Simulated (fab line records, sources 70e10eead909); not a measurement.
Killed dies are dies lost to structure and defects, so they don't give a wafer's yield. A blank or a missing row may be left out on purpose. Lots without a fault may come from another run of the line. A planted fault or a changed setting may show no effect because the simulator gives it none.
Which tool did it? | flow nand_harc | 6 lots, 18 wafers sampled, at 5 steps of a route of 1302

WHAT THE GAUGES READ, wafer by wafer
NHARC_END_SORT_01.
lot  | measured     | on        | killed_at_array
L595 | day 31 00:43 | prober-01 | 42 54 39

WHICH TOOL RAN EACH LOT (tool, then ch and the chambers of the sampled wafers, then the start)
lot  | NHARC_P_CONTACT_DEP_00                     | NHARC_P_CONTACT_CMP_01        | NHARC_P_CONTACT_ETCH_36            | NHARC_P_CONTACT_DEGAS_38
L583 | pecvd-01 ch 0,1, day 7 16:22 or earlier    | cmp-01 ch 1,2,3, day 7 16:22  | rie_diel-05 ch 0,1,3, day 7 17:37  | pvd_sputter-02, day 7 18:58
L586 | pecvd-02 ch 0,1,2, day 8 19:25 or earlier  | cmp-04 ch 1,2, day 8 19:25    | rie_diel-12 ch 0,3, day 8 20:37    | pvd_sputter-02, day 8 22:02
L589 | pecvd-01 ch 0,1,2, day 10 13:28 or earlier | cmp-01 ch 0,1,2, day 10 13:28 | rie_diel-09 ch 0,1,3, day 10 14:42 | pvd_sputter-03, day 10 16:02
L595 | pecvd-02 ch 0,1,2, day 12 15:08 or earlier | cmp-04 ch 1,2,3, day 12 15:08 | rie_diel-09 ch 2,3, day 12 16:17   | pvd_sputter-01, day 12 17:41
L600 | pecvd-02 ch 1,2, day 14 12:10 or earlier   | cmp-02 ch 2,3, day 14 12:10   | rie_diel-12 ch 0,2, day 14 13:23   | pvd_sputter-01, day 14 15:14
L601 | pecvd-01 ch 0,2, day 15 03:26 or earlier   | cmp-02 ch 0,1,2, day 15 03:26 | rie_diel-05 ch 0,2,3, day 15 04:38 | pvd_sputter-01, day 15 06:03
- NHARC_P_CONTACT_DEP_00: deposits SiO2, target thk 500 nm.
- NHARC_P_CONTACT_CMP_01: polishes SiO2, target thk 200 nm.
- NHARC_P_CONTACT_ETCH_36: etches the open film in N2/H2, target depth 260 nm, time 406.25 s.
- NHARC_P_CONTACT_DEGAS_38: time 60 s.

THE ANSWER, worked out from the rows above alone
Rule: what is usual is taken from the lots themselves. Put in order of their means at a reading, lots are off if they are a third of the lots or fewer, leave a main group of 4 or more, and stand apart from it by a gap of 3 or more times the standard deviation of the main group's means; of several such gaps the widest counts. A main group whose means are all the same, to the digits that the tables above print for the reading, isn't used. A lot without any number at a reading at which 4 lots or more have one is off too. The other lots that the step has rows for count as sound.
No lot is off at any reading shown: from this, nothing can be told.

WHAT THE SIMULATOR HAD PUT IN
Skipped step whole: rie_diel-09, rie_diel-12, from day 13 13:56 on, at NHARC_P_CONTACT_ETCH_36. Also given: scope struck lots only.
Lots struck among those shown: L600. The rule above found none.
